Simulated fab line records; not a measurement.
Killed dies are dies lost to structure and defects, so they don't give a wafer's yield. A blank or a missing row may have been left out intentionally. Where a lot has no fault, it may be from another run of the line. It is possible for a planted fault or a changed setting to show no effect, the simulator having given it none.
A struck lot beside a sound one -- flow n5Finfet -- 24 out of 1938 route steps
Sound: these wafers, L762.2, L762.3, L762.6. Struck: wafers L756.3, L756.4, L756.5. The cause is named last.
Each step with rows lists, per side, the tool, then ch with its chambers, then its first start. Under that, the readings that differ: sound wafers -- struck wafers -- difference of the means -- sigmas: that difference in standard deviations of wafers without a fault.
alike: words and numbers the same on both sides, and readings whose means are apart by under 2 such deviations; not compared: readings that were withheld, readings missing a value for some wafer, numbers with overlapping values and no deviation given by the record, and bounds like >300 which may hide the same value.
A row with sigmas, a row that says differs or no value, or rows on one side alone: a step with any of these is where the two part. Numbers that don't overlap but have no deviation are shown without sigmas and don't part them. A reading missing from all wafers of one side parts the sides only when that side holds two or more wafers.

first, 11 steps without rows for these wafers: N5_BEOL_M13_VIA_ETCH_16 (etches SiOC in C4F8/O2/Ar, target depth 921.7 nm); N5_BEOL_M13_STRIP_63 (strips in N2/H2); N5_BEOL_M13_STRIP_64 (strips in N2/H2); N5_BEOL_M13_STRIP_71 (strips in post etch residue remover, time 60 s); N5_BEOL_M13_SRD_72 (time 30 s, dry time 30 s); N5_BEOL_M13_COAT_65 (time 60 s, resist thk 350 nm); N5_BEOL_M13_COAT_66 (time 60 s, resist thk 110 nm); N5_BEOL_M13_COAT_22 (resist thk 300 nm); N5_BEOL_M13_EBR_24; N5_BEOL_M13_SOFTBAKE_23 (time 60 s); N5_BEOL_M13_EXPOSE_25 (exposes mask M13, target cd 210 nm).
N5_BEOL_M13_PEB_26: peb time 90 s.
  sound on lithoTrack-04 ch 0, day 18 15:30; struck on lithoTrack-01 ch 0, day 17 06:47
  alike: plateTempC
then, 2 steps without rows for these wafers: N5_BEOL_M13_DEVELOP_27 (develop time 45 s); N5_BEOL_M13_HARDBAKE_32 (time 120 s).
N5_BEOL_M13_CD_MEAS_28: target cd 209.5 nm.
  sound on cdSem-02 ch 0, day 18 15:37; struck on cdSem-03 ch 0, day 17 06:53
reading,sound,struck,difference,sigmas
cdNm (nm),209.0 208.8 209.4,213.5 214.4 213.4,+4.7,+5
N5_BEOL_M13_DESCUM_33: chemistry O2, time 7.9 s.
  sound on rieDiel-02 ch 0,1,3, day 18 15:53; struck on rieDiel-04 ch 0,1,3, day 17 06:59
reading,sound,struck,difference,sigmas
model.BEOL_M13.cdNm (nm),209.2 208.8 209.4,213.2 214.4 213.2,+4.5,
  alike: drypumpMotorCurrentA, o2FlowSccm, oesProductAu, rfVppV, showerheadPlenumPTorr, throttleValvePct
  not compared: rfHoursCounterH
then, 6 steps without rows for these wafers: N5_BEOL_M13_ETCH_67 (etches SiARC in CF4, target depth 143 nm, time 238.3 s); N5_BEOL_M13_ETCH_68 (etches SOC in N2/H2, time 355 s); N5_BEOL_M13_STRIP_69 (strips in N2/H2); N5_BEOL_M13_TRENCH_ETCH_34 (etches SiOC in C4F8/O2/Ar, target depth 413.47 nm, time 162.6 s); N5_BEOL_M13_STRIP_70 (strips in C4F8/O2/Ar); N5_BEOL_M13_STRIP_37 (strips in N2/H2).
N5_BEOL_M13_ETCH_38: etches SiCN in CF4/N2, target depth 67.5 nm, time 71.9 s.
  sound on rieDiel-02 ch 1,2,3, day 19 02:09; struck on rieDiel-01 ch 2,3, day 17 07:52
reading,sound,struck,difference,sigmas
model.BEOL_M13.cdNm (nm),210 209.2 208.4,215 214.8 212,+5,
  alike: drypumpMotorCurrentA, oesProductAu, rfVppV, showerheadPlenumPTorr, throttleValvePct
  not compared: rfHoursCounterH
then, 1 step without rows for these wafers: N5_BEOL_M13_PRECLEAN_39 (cleans in residue remover, time 60 s).

WHERE THEY PART
At N5_BEOL_M13_CD_MEAS_28 and nowhere else, as far as this record goes. Later steps at which nothing parts them and some readings are alike: N5_BEOL_M13_DESCUM_33, N5_BEOL_M13_ETCH_38.

WHY: the cause the simulator had injected
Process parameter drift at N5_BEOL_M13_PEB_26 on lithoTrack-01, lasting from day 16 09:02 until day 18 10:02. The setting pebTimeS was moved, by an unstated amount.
